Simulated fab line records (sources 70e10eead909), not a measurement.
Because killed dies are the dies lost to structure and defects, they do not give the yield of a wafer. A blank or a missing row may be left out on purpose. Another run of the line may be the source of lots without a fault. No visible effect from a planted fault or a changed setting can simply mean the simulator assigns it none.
Chamber matching -- flow nand_harc -- NHARC_P_GATE_DESCUM_31 on rie_diel-02 has 4 sister chambers
The step chemistry O2, time 3 s. 24 wafers are shown with their chamber, then 12 later ones without.

## WAFERS WITH THEIR CHAMBER
wafer,chamber,showerhead_plenum_p_Torr (Torr),rf_vpp_V (V),oes_product_au (a.u.)
L075.2,3,2.01,58.6,0.998
L075.3,0,1.87,57.2,0.992
L075.5,3,2.01,57.8,0.998
L078.3,1,1.85,58.3,0.993
L078.4,2,1.78,57.0,0.991
L078.5,0,1.86,58.8,1.001
L079.2,1,1.85,57.4,0.999
L079.5,0,1.86,56.8,1.012
L079.6,3,2.01,58.9,1.002
L080.3,1,1.85,56.8,1.002
L080.4,3,2.01,59.2,1.011
L080.6,2,1.78,57.9,0.998
L082.2,0,1.86,58.4,1.006
L082.4,2,1.78,59.1,0.999
L082.5,1,1.85,58.3,0.998
L084.3,3,2.01,58.2,1.007
L084.4,0,1.86,56.1,0.998
L084.6,1,1.85,56.4,0.992
L089.2,0,1.86,57.1,0.995
L089.3,2,1.78,58.4,0.996
L089.4,1,1.85,57.3,0.998
L088.1,1,1.85,57.0,1.004
L088.4,0,1.86,58.3,0.998
L088.5,1,1.85,57.7,1.018

SIGNATURES (averages over the wafers above)
reading,chamber 0,chamber 1,chamber 2,chamber 3,scatter within a chamber
showerhead_plenum_p_Torr,1.8614,1.8500,1.7800,2.0100,0.00207
rf_vpp_V,57.529,57.400,58.100,58.540,0.795
oes_product_au,1.00029,1.00050,0.99600,1.00320,0.00675
Rule: a wafer's distance from a chamber is the root of the sum, over the readings, of the square of ((its reading less the chamber's mean) divided by the reading's scatter). If the next closest chamber is less than 2 further off than the closest, the wafer can't be placed; otherwise it belongs to the closest. The scatter is the square root of a quotient: the sum, over the shown wafers, of each reading's squared deviation from its chamber's mean, divided by wafers minus chambers.

## WAFERS MISSING THEIR CHAMBER
wafer,showerhead_plenum_p_Torr (Torr),rf_vpp_V (V),oes_product_au (a.u.)
L088.2,1.78,57.7,1.005
L088.3,2.01,58.8,1.013
L088.6,1.86,57.1,1.020
L090.4,2.01,59.9,1.016
L090.5,1.86,56.3,1.012
L090.6,2.01,57.8,1.024
L091.3,2.01,58.2,1.021
L091.4,1.78,57.2,0.995
L091.5,2.01,58.4,1.010
L096.2,1.86,57.0,0.989
L096.4,1.85,56.1,0.994
L096.5,1.78,57.3,1.002

## WHICH CHAMBER EACH ONE RAN IN
wafer,from the rows above,in truth
L088.2,2,2
L088.3,3,3
L088.6,0,0
L090.4,3,3
L090.5,0,0
L090.6,3,3
L091.3,3,3
L091.4,2,2
L091.5,3,3
L096.2,0,0
L096.4,1,1
L096.5,2,2
Correct placement for 12 of the 12. From these rows, 0 cannot be placed. Placed wrongly: 0.
